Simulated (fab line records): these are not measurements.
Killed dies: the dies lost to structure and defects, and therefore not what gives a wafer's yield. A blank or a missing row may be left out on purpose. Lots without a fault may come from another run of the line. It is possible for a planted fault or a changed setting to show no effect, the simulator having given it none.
One fault seen from 2 desks    flow nand-harc    numbers are kept per desk, each desk with only its own; the story behind them comes last

## FROM THE METROLOGY DESK
What the gauges read for every lot (on any tool): the sampled wafers with a number, averaged. The brackets show how far a lot's mean lies from the usual mean; more than 4 standard deviations puts the lot out of limits, marked OUT.
Columns: A = cd-nm at NHARC_P_BONDPAD_CD_MEAS_09, usual 499.6 nm
lot   first seen here  A
L552  day 6 09:31      498.4
L553  day 6 18:57      497.1
L554  day 6 19:13      498.3
L555  day 7 10:47      499.5
L556  day 7 11:13      499.8
L561  day 8 18:50      498.5
L562  day 9 00:09      507.0
L563  day 9 12:25      508.7
L569  day 10 21:58     500.6
L572  day 11 02:46     500.0
L571  day 11 12:10     503.6
This desk's verdict: no lot among the 11 shows anything out of limits.

## DESK OF THE TOOL OWNER: krf-scanner-03
The tool's own readings at NHARC_P_BONDPAD_EXPOSE_06 (exposes mask P BPAD): means of the sampled wafers that have a number, for each lot that ran on this tool. The brackets show how far a lot's mean lies from the usual mean; more than 4 standard deviations puts the lot out of limits, marked OUT.
Columns: A = exposure-dose-mJ-cm2 at NHARC_P_BONDPAD_EXPOSE_06, usual 37.05
lot   first seen here  A
L552  day 6 09:22      37.05
L562  day 9 00:00      49.04 (+99 or more) OUT
L563  day 9 12:16      46.72 (+99 or more) OUT
This desk's verdict: out of limits on L562, L563, starting with L562 at day 9 00:00 (exposure-dose-mJ-cm2 at NHARC_P_BONDPAD_EXPOSE_06). Within limits: L552.

## ALL TOGETHER
An alarm could have come from the tool owner's desk at day 9 00:00, on L562, L563.
The metrology desk saw nothing out of limits.
The metrology desk holds a record of L562, L563, inside its limits.
All the named lots went through NHARC_P_BONDPAD_EXPOSE_06 on krf-scanner-03.

## WHAT THE SIMULATOR HAD PUT IN
Drift in process parameters on krf-scanner-03 at NHARC_P_BONDPAD_EXPOSE_06, starting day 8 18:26. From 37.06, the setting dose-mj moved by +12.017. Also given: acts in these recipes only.
Struck lots among those shown: L562, L563.
Time in hours from fault onset to the first out-of-limits reading at each desk: the tool owner's desk, 6.
